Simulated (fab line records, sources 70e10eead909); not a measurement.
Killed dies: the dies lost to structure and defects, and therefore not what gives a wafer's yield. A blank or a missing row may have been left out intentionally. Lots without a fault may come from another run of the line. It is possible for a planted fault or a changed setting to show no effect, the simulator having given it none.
Matching of chambers	flow nand-harc	NHARC_P_GATE_DESCUM_48 on rie-diel-02 has 4 sister chambers
The step chemistry O2, time 3 s. 14 wafers are shown with their chamber, then 7 later ones without.

WAFERS PAIRED WITH THEIR CHAMBERS
wafer	chamber	showerhead-plenum-p-Torr (Torr)	rf-vpp-V (V)	throttle-valve-pct (%)
L593.3	0	2.04	58.6	11.322
L593.5	2	1.80	56.7	11.311
L593.6	3	2.01	58.0	11.316
L592.1	3	2.01	59.2	11.303
L592.3	1	1.97	58.1	11.308
L592.5	2	1.80	57.7	11.303
L594.1	2	1.80	56.9	11.321
L594.2	1	1.97	56.1	11.324
L594.3	0	2.04	58.6	11.309
L609.1	0	2.03	57.7	11.296
L609.3	1	1.96	58.6	11.324
L609.5	1	1.96	56.0	11.334
L607.1	2	1.79	57.1	11.317
L607.2	3	2.00	58.0	11.287

SIGNATURES, as means of the wafers listed above
reading	chamber 0	chamber 1	chamber 2	chamber 3	scatter within a chamber
showerhead-plenum-p-Torr	2.0367	1.9650	1.7975	2.0067	0.00555
rf-vpp-V	58.300	57.200	57.100	58.400	0.865
throttle-valve-pct	11.30900	11.32250	11.31300	11.30200	0.0114
Rule: for a wafer and a chamber, the distance is found by dividing, reading by reading, the gap between the wafer's reading and the chamber's mean by the reading's scatter, squaring, summing and taking the root. The wafer belongs to the nearest chamber; if the next one is less than 2 further off, it can't be placed. The scatter is the square root of a quotient: the sum, over the shown wafers, of each reading's squared deviation from its chamber's mean, divided by wafers minus chambers.

WAFERS WITHOUT THEIR CHAMBER
wafer	showerhead-plenum-p-Torr (Torr)	rf-vpp-V (V)	throttle-valve-pct (%)
L607.6	2.00	57.6	11.316
L611.1	1.79	57.0	11.310
L611.3	2.03	60.2	11.305
L611.4	2.00	56.7	11.317
L612.2	1.79	57.6	11.322
L612.3	1.96	58.4	11.331
L612.6	1.79	59.1	11.299

EACH ONE'S CHAMBER
wafer	from the rows above	in truth
L607.6	3	3
L611.1	2	2
L611.3	0	0
L611.4	3	3
L612.2	2	2
L612.3	1	1
L612.6	2	2
Correctly placed: 7 of 7. Can't be placed from these rows: 0. Number placed wrongly: 0.
